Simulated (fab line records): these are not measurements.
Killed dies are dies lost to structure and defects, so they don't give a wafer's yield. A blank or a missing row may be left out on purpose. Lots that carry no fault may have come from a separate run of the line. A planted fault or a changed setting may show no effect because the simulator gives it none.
fab line records	flow nand_harc
record lots=5	wafers=15	last_day=30
route steps=1302 shown P_ZERO_WELL@14 END@1302
lots with no fault: from the same line, run without faults
start_h: hours from the record's first day to the start of the lot's first wafer shown	wait_h: hours elapsed since this lot's preceding step	" the same as in the row above	L1.1+2: one row covering several wafers at once	- either no value or no given start	* or withheld: withheld	< > ~ a bound
route shown NAME@n: NAME is a module with steps in the file, n the number in the route of the first one	usual: mean/standard deviation of fault-free wafers	same: alike in all rows	chamber/n: place in a boat	sites: the reading at each site	_std_site: how widely they spread, as a standard deviation	_edge_site: inner sites' mean taken away from outer sites' mean	radius_mm: how far each site lies from the wafer's centre	mask NAME#n: copy n	behind: the tool/chamber that last shaped the wafer	hold: why the lot went on hold/how many hours it stayed there/how the hold came to an end	device: names the non-switching transistor (n, p or np)	end of line: the route-end tests of the same wafers	a step without rows: its recipe alone	killed: count of dies lost to structure and defects at first sort (not the wafer's yield)	map: per-die view of a wafer (x killed, . not killed, _ where there is no die)
set.NAME: setting as actually run; set.NAME@STEP: the setting as run at that earlier step	model.NAME: the simulator's own value behind a step, which no gauge read
lots at selected steps of the route; one table per step, one row per wafer
services: the hour from which a tool's chamber was out of use, counted from the record's first day as start_h (under 0 if before that day), plus the number of hours and why
## steps
# step NHARC_P_ZERO_WELL_CD_MEAS_11
# recipe target_cd_nm=500	landing_energy_ev=500
# usual cd_nm=499.0/1.7
lot.wafer	tool	chamber	start_h	wait_h	cd_nm
L778.3	cd_sem-02	0	21.26	-	498.4
L778.4	"	0	"	"	498.2
L778.6	"	0	"	"	496.5
L787.1	cd_sem-03	0	111.24	-	499.1
L787.3	"	0	"	"	496.4
L787.5	"	0	"	"	497.5
L792.2	cd_sem-03	0	161.24	-	498.0
L792.3	"	0	"	"	498.1
L792.6	"	0	"	"	498.3
L793.2	cd_sem-02	0	171.24	-	497.7
L793.4	"	0	"	"	500.1
L793.5	"	0	"	"	498.4
L794.1	cd_sem-01	0	181.23	-	498.1
L794.2	"	0	"	"	500.4
L794.6	"	0	"	"	500.3
# step NHARC_P_ZERO_WELL_HARDBAKE_12
# recipe temp_c=118	time_s=65
# step NHARC_P_ZERO_WELL_DESCUM_13
# recipe time_s=3	o2_flow_sccm=200	ar_flow_sccm=0	bias_power_w=0	chemistry=O2
# usual drypump_motor_current_A=5.9/0.34	oes_product_au=1.000/0.011	rf_vpp_V=57.7/0.85	showerhead_plenum_p_Torr=1.91/0.094	throttle_valve_pct=11.310/0.0092
lot.wafer	tool	chamber	start_h	wait_h	drypump_motor_current_A	oes_product_au	rf_hours_counter_h	rf_vpp_V	showerhead_plenum_p_Torr	throttle_valve_pct
L778.4	rie_diel-04	0	22.06	-	6.2	1.000	3	58.6	1.81	11.317
L778.3	"	1	"	"	6.0	1.010	3	58.4	1.93	11.317
L778.6	"	0	"	"	6.2	1.005	-	57.0	1.81	11.312
L787.3	rie_diel-08	3	111.40	-	5.8	1.005	30	57.4	1.77	11.310
L787.1	"	0	"	"	6.2	0.999	30	57.7	1.97	11.319
L787.5	"	2	"	"	5.6	1.008	-	57.6	1.95	11.312
L792.2	rie_diel-08	2	161.41	-	5.6	1.012	43	58.9	1.95	11.293
L792.3	"	3	"	"	5.8	0.995	44	55.4	1.77	11.310
L792.6	"	1	"	"	5.9	0.993	-	55.5	1.77	11.311
L793.2	rie_diel-07	0	171.40	-	6.3	0.997	16	58.4	1.85	11.312
L793.4	"	1	"	"	5.9	1.005	18	58.9	1.91	11.307
L793.5	"	3	"	"	4.9	0.986	-	58.3	2.00	11.295
L794.2	rie_diel-07	1	181.41	-	5.9	1.005	22	58.2	1.91	11.320
L794.1	"	2	"	"	6.2	1.000	23	58.7	2.02	11.317
L794.6	"	0	"	"	6.4	0.992	-	57.1	1.85	11.295
# step NHARC_P_ZERO_WELL_ETCH_65
# recipe target_depth_a=800	overetch_a=240	time_s=87.88	ion_energy_ev=200	n2_flow_sccm=150	h2_flow_sccm=150	ar_flow_sccm=0	rf_w=400	bias_w=150	chemistry=N2/H2
# usual drypump_motor_current_A=5.9/0.33	oes_product_au=1.001/0.01	rf_vpp_V=430.2/2.9	showerhead_plenum_p_Torr=2.04/0.1	throttle_valve_pct=14.171/0.0088
lot.wafer	tool	chamber	start_h	wait_h	drypump_motor_current_A	oes_product_au	rf_hours_counter_h	rf_vpp_V	showerhead_plenum_p_Torr	throttle_valve_pct
L778.3	rie_diel-04	1	22.15	0.1	5.9	1.010	3	430.7	2.05	14.172
L778.4	"	0	"	"	6.2	1.011	3	426.6	1.92	14.178
L778.6	"	2	"	"	5.6	1.015	-	428.1	1.94	14.177
L787.1	rie_diel-08	1	111.49	0.1	5.9	0.992	30	426.1	1.89	14.173
L787.3	"	2	"	"	5.6	1.005	30	431.3	2.08	14.168
L787.5	"	0	"	"	6.2	0.990	-	430.9	2.10	14.169
L792.2	rie_diel-08	2	161.50	0.1	5.6	1.023	43	432.7	2.08	14.182
L792.3	"	3	"	"	5.8	1.023	44	425.2	1.88	14.173
L792.6	"	2	"	"	5.6	1.012	-	431.7	2.08	14.178
L793.2	rie_diel-07	1	171.48	0.1	5.8	0.989	18	428.2	2.04	14.174
L793.4	"	2	"	"	6.2	0.991	17	432.7	2.15	14.177
L793.5	"	2	"	"	6.2	0.992	-	434.9	2.15	14.195
L794.2	rie_diel-07	2	181.53	0.1	6.2	0.996	23	433.1	2.15	14.184
L794.1	"	0	"	"	6.3	1.004	21	427.2	1.97	14.166
L794.6	"	3	"	"	4.9	0.981	-	430.9	2.14	14.152
# step NHARC_P_ZERO_WELL_ETCH_62
# recipe target_depth_a=130	time_s=6.5	chf3_flow_sccm=50	ar_flow_sccm=200	rf_w=500	bias_w=200	chemistry=CHF3/Ar
# usual drypump_motor_current_A=5.9/0.33	oes_product_au=0.959/0.019	rf_vpp_V=370.4/2.5	showerhead_plenum_p_Torr=2.34/0.11	throttle_valve_pct=20.219/0.0088
lot.wafer	tool	chamber	start_h	wait_h	drypump_motor_current_A	oes_product_au	rf_hours_counter_h	rf_vpp_V	showerhead_plenum_p_Torr	throttle_valve_pct
L778.3	rie_diel-04	3	-	-	6.1	0.963	4	372.9	2.41	20.215
L778.4	"	2	"	"	5.6	0.975	4	366.3	2.24	20.217
L778.6	"	0	"	"	6.2	0.950	-	368.7	2.22	20.217
L787.3	rie_diel-08	1	-	-	5.9	0.965	30	367.5	2.19	20.216
L787.1	"	2	"	"	5.6	0.969	30	371.7	2.39	20.218
L787.5	"	0	"	"	6.2	0.977	-	372.4	2.41	20.219
L792.3	rie_diel-08	2	-	-	5.6	0.976	43	370.3	2.39	20.230
L792.2	"	3	"	"	5.8	0.968	44	367.2	2.17	20.216
L792.6	"	2	"	"	5.6	0.963	-	371.1	2.39	20.211
L793.2	rie_diel-07	0	-	-	6.3	0.956	16	368.4	2.27	20.221
L793.4	"	1	"	"	5.9	0.977	18	369.5	2.34	20.225
L793.5	"	0	"	"	6.3	0.960	-	369.6	2.27	20.235
L794.1	rie_diel-07	0	-	-	6.4	0.966	21	369.0	2.27	20.218
L794.2	"	1	"	"	5.9	0.955	23	370.4	2.34	20.224
L794.6	"	0	"	"	6.3	0.959	-	370.4	2.27	20.237
# step NHARC_P_ZERO_WELL_ETCH_63
# recipe target_depth_a=1200	time_s=40.1	hbr_flow_sccm=150	cl2_flow_sccm=50	rf_w=400	icp_w=400	bias_w=100	chemistry=HBr/Cl2
# usual drypump_motor_current_A=5.9/0.54	oes_product_au=1.001/0.0091	throttle_valve_pct=26.406/0.0094
lot.wafer	tool	chamber	start_h	wait_h	drypump_motor_current_A	oes_product_au	rf_hours_counter_h	throttle_valve_pct
L778.4	rie_si-02	0	22.36	-	6.3	0.998	0.52	26.394
L778.3	"	3	"	"	5.9	1.016	0.55	26.405
L778.6	"	0	"	"	6.3	1.001	-	26.430
L787.3	rie_si-02	2	111.67	-	6.0	1.013	0.00	26.396
L787.1	"	3	"	"	5.9	1.005	0.00	26.409
L787.5	"	2	"	"	6.0	0.999	-	26.403
L792.2	rie_si-01	1	161.70	-	6.8	1.000	0.85	26.407
L792.3	"	2	"	"	6.8	1.005	0.70	26.401
L792.6	"	0	"	"	6.3	1.000	-	26.410
L793.2	rie_si-01	3	171.65	-	5.5	1.007	0.86	26.410
L793.4	"	0	"	"	6.3	1.013	0.95	26.390
L793.5	"	3	"	"	5.5	0.999	-	26.419
L794.2	rie_si-01	2	181.70	-	6.8	1.002	0.80	26.414
L794.1	"	0	"	"	6.3	1.009	1.02	26.395
L794.6	"	2	"	"	6.8	1.002	-	26.427
# step NHARC_P_ZERO_WELL_STRIP_15
# recipe time_s=900	temp_c=130	chemistry=SPM
# step NHARC_P_ZERO_WELL_DEHYDRATE_16
# recipe temp_c=150	time_s=120
# step NHARC_P_ZERO_WELL_HMDS_17
# recipe time_s=30
# step NHARC_P_ZERO_WELL_COAT_18
# recipe spin_rpm=withheld
# step NHARC_P_ZERO_WELL_SOFTBAKE_19
# recipe temp_c=122	time_s=95
# step NHARC_P_ZERO_WELL_EBR_20
# step NHARC_P_ZERO_WELL_EXPOSE_21
# recipe na=0.6	target_cd_nm=720	dose_mj=22.31	mask_id=P_NWELL
lot.wafer	tool	chamber	start_h	wait_h	mask
L778.3+4+6	krf_scanner-02	0	23.14	-	P_NWELL#0
L787.1+3+5	krf_scanner-04	0	112.42	-	P_NWELL#0
L792.2+3+6	krf_scanner-04	0	162.34	-	P_NWELL_R1#0
L793.2+4+5	krf_scanner-03	0	172.43	-	P_NWELL#0
L794.1+2+6	krf_scanner-02	0	182.48	-	P_NWELL#0
# step NHARC_P_ZERO_WELL_PEB_22
# recipe peb_temp_c=118	peb_time_s=85
# step NHARC_P_ZERO_WELL_DEVELOP_23
# recipe time_s=70
# step NHARC_P_ZERO_WELL_CD_MEAS_24
# recipe target_cd_nm=720	landing_energy_ev=500
# usual cd_nm=719.7/1.6
lot.wafer	tool	chamber	start_h	wait_h	cd_nm
L778.3	cd_sem-01	0	23.29	-	721.0
L778.4	"	0	"	"	722.7
L778.6	"	0	"	"	720.2
L787.1	cd_sem-03	0	112.58	-	717.7
L787.3	"	0	"	"	718.6
L787.5	"	0	"	"	720.1
L792.2	cd_sem-01	0	162.49	-	703.2
L792.3	"	0	"	"	702.1
L792.6	"	0	"	"	702.9
L793.2	cd_sem-01	0	172.58	-	718.2
L793.4	"	0	"	"	718.4
L793.5	"	0	"	"	720.6
L794.1	cd_sem-01	0	182.63	-	719.4
L794.2	"	0	"	"	721.1
L794.6	"	0	"	"	720.7
# step NHARC_P_ZERO_WELL_HARDBAKE_25
# recipe temp_c=125	time_s=80
# step NHARC_P_ZERO_WELL_DESCUM_26
# recipe time_s=3	o2_flow_sccm=200	ar_flow_sccm=0	bias_power_w=0	chemistry=O2
# usual drypump_motor_current_A=5.9/0.35	oes_product_au=0.999/0.01	rf_vpp_V=57.7/1	showerhead_plenum_p_Torr=1.91/0.091	throttle_valve_pct=11.310/0.0095
lot.wafer	tool	chamber	start_h	wait_h	drypump_motor_current_A	oes_product_au	rf_hours_counter_h	rf_vpp_V	showerhead_plenum_p_Torr	throttle_valve_pct	model.P_ZERO_WELL.cd_nm
L778.4	rie_diel-08	3	23.44	-	5.8	1.004	0	57.3	1.78	11.302	722.4
L778.3	"	2	"	"	5.6	1.008	0	58.0	1.96	11.316	720.9
L778.6	"	3	"	"	5.8	0.994	-	56.6	1.78	11.306	719.9
L787.1	rie_diel-08	0	112.74	-	6.3	0.995	30	57.6	1.97	11.322	717.5
L787.3	"	1	"	"	5.9	0.991	30	57.8	1.78	11.307	718
L787.5	"	0	"	"	6.2	0.992	-	58.1	1.97	11.293	720.1
L792.2	rie_diel-04	2	162.66	-	5.6	0.993	42	58.0	1.81	11.300	702.9
L792.3	"	0	"	"	6.2	1.001	43	57.3	1.80	11.311	702
L792.6	"	1	"	"	5.9	1.005	-	58.2	1.91	11.314	702.6
L793.2	rie_diel-07	2	172.83	-	6.2	0.997	17	59.4	2.02	11.326	716.8
L793.4	"	3	"	"	4.9	0.990	15	58.2	2.00	11.306	717.8
L793.5	"	2	"	"	6.1	0.999	-	58.1	2.02	11.303	719.4
L794.2	rie_diel-08	3	182.83	-	5.8	1.006	53	57.1	1.77	11.313	720.5
L794.1	"	1	"	"	5.9	0.988	57	57.4	1.77	11.332	718.9
L794.6	"	0	"	"	6.2	1.004	-	57.4	1.96	11.318	720.6
# step NHARC_P_ZERO_WELL_IMPLANT_27
# recipe energy_kev=600	dose_cm2=1e+13	tilt_deg=7
# step NHARC_END_SORT_01
# recipe temp_c=25
# usual killed_at_array=57/19	killed_at_other=0.9/1.1	killed_at_periphery=4.0/2.6	killed_dies=62/19	killed_open=3.3/1.8	killed_short=2.4/1.7
# same gross_dies=677
lot.wafer	tool	chamber	start_h	wait_h	killed_at_array	killed_at_other	killed_at_periphery	killed_dies	killed_open	killed_short
L792.3	prober-01	0	716.06	3.1	30	3	2	35	5	1
# killed by level:class
L792.3 A_CHANNEL_HOLE_D1:chamber_film_flake=8 A_CONTACT:chamber_film_flake=8 A_SLIT:chamber_film_flake=4 THIN_TSV:chamber_film_flake=3 P_M1:chamber_film_flake=2 A_WL_FILL:chamber_film_flake=2 A_SOURCE_PLATE:geometric_particle:open=1 A_ONON_D1:geometric_particle:open=1
## services
tool	chamber	start_h	hours	kind
rie_diel-04	-	1.07	9.0	pm
rie_diel-07	-	8.48	14.0	repair
krf_scanner-04	-	10.00	4.0	pm
krf_scanner-02	-	13.50	1.5	repair
rie_diel-08	-	13.95	9.0	pm
rie_si-01	-	16.00	9.0	pm
rie_diel-07	0	38.07	5.4	repair
krf_scanner-03	-	42.15	0.4	repair
rie_si-02	2	50.38	10.3	repair
krf_scanner-03	-	52.00	4.0	pm
rie_diel-04	3	57.45	2.8	repair
rie_diel-07	2	61.11	19.0	repair
rie_si-02	3	92.67	13.7	repair
krf_scanner-02	-	94.00	4.0	pm
rie_si-02	-	100.00	9.0	pm
rie_diel-07	-	117.70	9.0	pm
rie_diel-08	2	128.65	1.8	repair
rie_si-01	0	130.19	3.8	repair
krf_scanner-03	-	139.71	1.3	repair
rie_diel-08	0	146.40	16.3	repair
krf_scanner-03	-	152.99	0.5	repair
krf_scanner-04	-	167.86	0.7	repair
rie_diel-04	-	180.43	9.0	pm
krf_scanner-04	-	182.00	4.0	pm
## key
first_sign step=NHARC_P_ZERO_WELL_EXPOSE_21	reading=mask	direction=changed
effect step=NHARC_P_ZERO_WELL_CD_MEAS_24	reading=cd_nm	direction=down	sigmas=11	usual=719.7	struck=702.7
model_effect step=NHARC_P_ZERO_WELL_DESCUM_26	value=P_ZERO_WELL.cd_nm	without=719.7	struck=702.5
met_at NHARC_P_ZERO_WELL_EXPOSE_21
struck_wafers L792.2,L792.3,L792.6
tester_left_out L792
onset_between 112.42 162.34
fault kind=wrong_mask	tool=any	chamber=-	onset_h=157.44	steps=NHARC_P_ZERO_WELL_EXPOSE_21	aux_copy=P_NWELL_R1#0	cd_offset_nm=-17.187	scope=struck_lots_only
# tester_left_out: of these lots the tester's yield and bins aren't shown, on N5 and GAA mostly nor the transistor test; their killed dies are dies lost to structure and defects alone, not to doping, threshold or leakage, so they don't give the yield
